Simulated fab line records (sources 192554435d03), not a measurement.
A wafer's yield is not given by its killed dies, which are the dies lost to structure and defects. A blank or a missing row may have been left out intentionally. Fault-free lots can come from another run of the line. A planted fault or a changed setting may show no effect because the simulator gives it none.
Split-lot study :: flow n5 finfet :: on a route of 1938 steps: 7 lots, 21 wafers read

## SPLIT DETAILS
At N5_FIN_CUT_COAT_19 (time 60 s, resist thk 20 nm), the setting spin rpm was moved away from the recipe's 1500 rpm on 6 of the 21 wafers read, by -6.1% to +11.0%. For the rest of the wafers, this setting stayed at what the recipe calls for.

## FROM THE SPLIT TO THE READING: what the file shows between them, 5 steps
- N5_FIN_CUT_COAT_29: time 60 s, resist thk 10 nm
- N5_FIN_CUT_COAT_02: resist thk 30 nm
- N5_FIN_CUT_DESCUM_13: chemistry O2, time 7 s
- N5_FIN_CUT_ETCH_30: etches underlayer in N2/H2, target depth 13 nm, time 10.4 s
- N5_FIN_CUT_ETCH_20: etches SiARC in CF4, target depth 26 nm, time 43.3 s

## THE READING
SiARC_of_FIN_CUT_COAT_19.thk nm (the simulator's own value, which no gauge read), in nm, at N5_FIN_CUT_ETCH_21 (etches SOC in N2/H2, target depth 219 nm, overetch 43.8 nm, time 523.5 s). The file gives no usual value for it. Here, 15 wafers ran the recipe; their average is 11.8 nm with a standard deviation of 0.17 nm.

wafer: L078.2
tool, chamber at the split: litho track-05, 0
spin rpm as run, rpm: 1500
against the recipe: recipe
SiARC_of_FIN_CUT_COAT_19.thk nm, nm: 12
against lot-mates on the recipe: -

wafer: L078.3
tool, chamber at the split: litho track-05, 0
spin rpm as run, rpm: 1500
against the recipe: recipe
SiARC_of_FIN_CUT_COAT_19.thk nm, nm: 11.8
against lot-mates on the recipe: -

wafer: L078.4
tool, chamber at the split: litho track-05, 0
spin rpm as run, rpm: 1500
against the recipe: recipe
SiARC_of_FIN_CUT_COAT_19.thk nm, nm: 11.8
against lot-mates on the recipe: -

wafer: L082.1
tool, chamber at the split: litho track-01, 0
spin rpm as run, rpm: 1500
against the recipe: recipe
SiARC_of_FIN_CUT_COAT_19.thk nm, nm: 12
against lot-mates on the recipe: -

wafer: L082.4
tool, chamber at the split: litho track-01, 0
spin rpm as run, rpm: 1500
against the recipe: recipe
SiARC_of_FIN_CUT_COAT_19.thk nm, nm: 12
against lot-mates on the recipe: -

wafer: L082.5
tool, chamber at the split: litho track-01, 0
spin rpm as run, rpm: 1500
against the recipe: recipe
SiARC_of_FIN_CUT_COAT_19.thk nm, nm: 12
against lot-mates on the recipe: -

wafer: L085.3
tool, chamber at the split: litho track-04, 0
spin rpm as run, rpm: 1500
against the recipe: recipe
SiARC_of_FIN_CUT_COAT_19.thk nm, nm: 11.8
against lot-mates on the recipe: -

wafer: L085.5
tool, chamber at the split: litho track-04, 0
spin rpm as run, rpm: 1500
against the recipe: recipe
SiARC_of_FIN_CUT_COAT_19.thk nm, nm: 11.6
against lot-mates on the recipe: -

wafer: L085.6
tool, chamber at the split: litho track-04, 0
spin rpm as run, rpm: 1409
against the recipe: -6.1%
SiARC_of_FIN_CUT_COAT_19.thk nm, nm: 12.2
against lot-mates on the recipe: +0.5

wafer: L086.1
tool, chamber at the split: litho track-05, 0
spin rpm as run, rpm: 1500
against the recipe: recipe
SiARC_of_FIN_CUT_COAT_19.thk nm, nm: 11.8
against lot-mates on the recipe: -

wafer: L086.3
tool, chamber at the split: litho track-05, 0
spin rpm as run, rpm: 1500
against the recipe: recipe
SiARC_of_FIN_CUT_COAT_19.thk nm, nm: 11.6
against lot-mates on the recipe: -

wafer: L086.4
tool, chamber at the split: litho track-05, 0
spin rpm as run, rpm: 1665
against the recipe: +11.0%
SiARC_of_FIN_CUT_COAT_19.thk nm, nm: 10.6
against lot-mates on the recipe: -1.1

wafer: L094.2
tool, chamber at the split: litho track-04, 0
spin rpm as run, rpm: 1632
against the recipe: +8.8%
SiARC_of_FIN_CUT_COAT_19.thk nm, nm: 11.2
against lot-mates on the recipe: no lot-mate on the recipe

wafer: L094.5
tool, chamber at the split: litho track-04, 0
spin rpm as run, rpm: 1632
against the recipe: +8.8%
SiARC_of_FIN_CUT_COAT_19.thk nm, nm: 11.2
against lot-mates on the recipe: no lot-mate on the recipe

wafer: L094.4
tool, chamber at the split: litho track-04, 0
spin rpm as run, rpm: 1632
against the recipe: +8.8%
SiARC_of_FIN_CUT_COAT_19.thk nm, nm: 11
against lot-mates on the recipe: no lot-mate on the recipe

wafer: L095.1
tool, chamber at the split: litho track-05, 0
spin rpm as run, rpm: 1500
against the recipe: recipe
SiARC_of_FIN_CUT_COAT_19.thk nm, nm: 11.6
against lot-mates on the recipe: -

wafer: L095.3
tool, chamber at the split: litho track-05, 0
spin rpm as run, rpm: 1500
against the recipe: recipe
SiARC_of_FIN_CUT_COAT_19.thk nm, nm: 11.6
against lot-mates on the recipe: -

wafer: L095.6
tool, chamber at the split: litho track-05, 0
spin rpm as run, rpm: 1500
against the recipe: recipe
SiARC_of_FIN_CUT_COAT_19.thk nm, nm: 11.6
against lot-mates on the recipe: -

wafer: L096.3
tool, chamber at the split: litho track-04, 0
spin rpm as run, rpm: 1500
against the recipe: recipe
SiARC_of_FIN_CUT_COAT_19.thk nm, nm: 11.6
against lot-mates on the recipe: -

wafer: L096.6
tool, chamber at the split: litho track-04, 0
spin rpm as run, rpm: 1500
against the recipe: recipe
SiARC_of_FIN_CUT_COAT_19.thk nm, nm: 11.6
against lot-mates on the recipe: -

wafer: L096.5
tool, chamber at the split: litho track-04, 0
spin rpm as run, rpm: 1426
against the recipe: -4.9%
SiARC_of_FIN_CUT_COAT_19.thk nm, nm: 12.4
against lot-mates on the recipe: +0.8

THE FIT
A straight line over all 21 wafers: SiARC_of_FIN_CUT_COAT_19.thk nm changes by -0.0857 nm for each +1% of spin rpm; r = -0.91; the points scatter about the line by 0.18 nm.
The same after taking each lot's own level away (the mean of its wafers on the recipe; 18 wafers): -0.105 nm for each +1%; r = -0.96; scatter 0.1 nm.
On that fit, the largest move of spin rpm shifts the reading by 1.2 nm.
Across the lots, their own levels run from 11.60 to 12.00 nm, a range of 2.4 times the standard deviation given above.
So the lot-to-lot level changes the slope: the two fits differ.
Check: for one of the wafers moved furthest among these (+11.0%), held out of the fit, the line's prediction against its lot-mates is -1.25 nm. It came out at -1.1 nm against them.

## FURTHER SPLITS ON THESE WAFERS
Other splits were also applied to these wafers ahead of the reading. Each is held against what the fit with the lots' levels taken away leaves over:
other split on the same wafers: N5_WELL_APT_COAT_02 spin rpm
wafers away from the commonest value: 4
r with SiARC_of_FIN_CUT_COAT_19.thk nm (lot level and that fit taken away): -0.33

other split on the same wafers: N5_PMOS_HMC_CHANNEL_EPI_PEB_07 peb time s
wafers away from the commonest value: 5
r with SiARC_of_FIN_CUT_COAT_19.thk nm (lot level and that fit taken away): +0.23

other split on the same wafers: N5_PMOS_HMC_CHANNEL_EPI_DEVELOP_08 develop time s
wafers away from the commonest value: 6
r with SiARC_of_FIN_CUT_COAT_19.thk nm (lot level and that fit taken away): -0.47

## THE WHOLE CHAIN: every reading that the file lists as answering this split, in the file's order
step: N5_FIN_CUT_COAT_19
what it does: time 60 s, resist thk 20 nm
reading: SiARC_of_FIN_CUT_COAT_19.thk nm (the simulator's own value, which no gauge read)
change (the file's fit): -0.0945 nm for each +1% of the setting
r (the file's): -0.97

step: N5_FIN_CUT_ETCH_20
what it does: etches SiARC in CF4, target depth 26 nm, time 43.3 s
reading: etch.depth nm (the simulator's own value, which no gauge read)
change (the file's fit): -0.0998 nm for each +1% of the setting
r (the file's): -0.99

step: N5_FIN_CUT_ETCH_21
what it does: etches SOC in N2/H2, target depth 219 nm, overetch 43.8 nm, time 523.5 s
reading: SiARC_of_FIN_CUT_COAT_19.thk nm (the simulator's own value, which no gauge read)
change (the file's fit): -0.105 nm for each +1% of the setting
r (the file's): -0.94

## FILE'S OWN FIT
SiARC_of_FIN_CUT_COAT_19.thk nm changes by -0.105 nm for each +1% of spin rpm, r = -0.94.
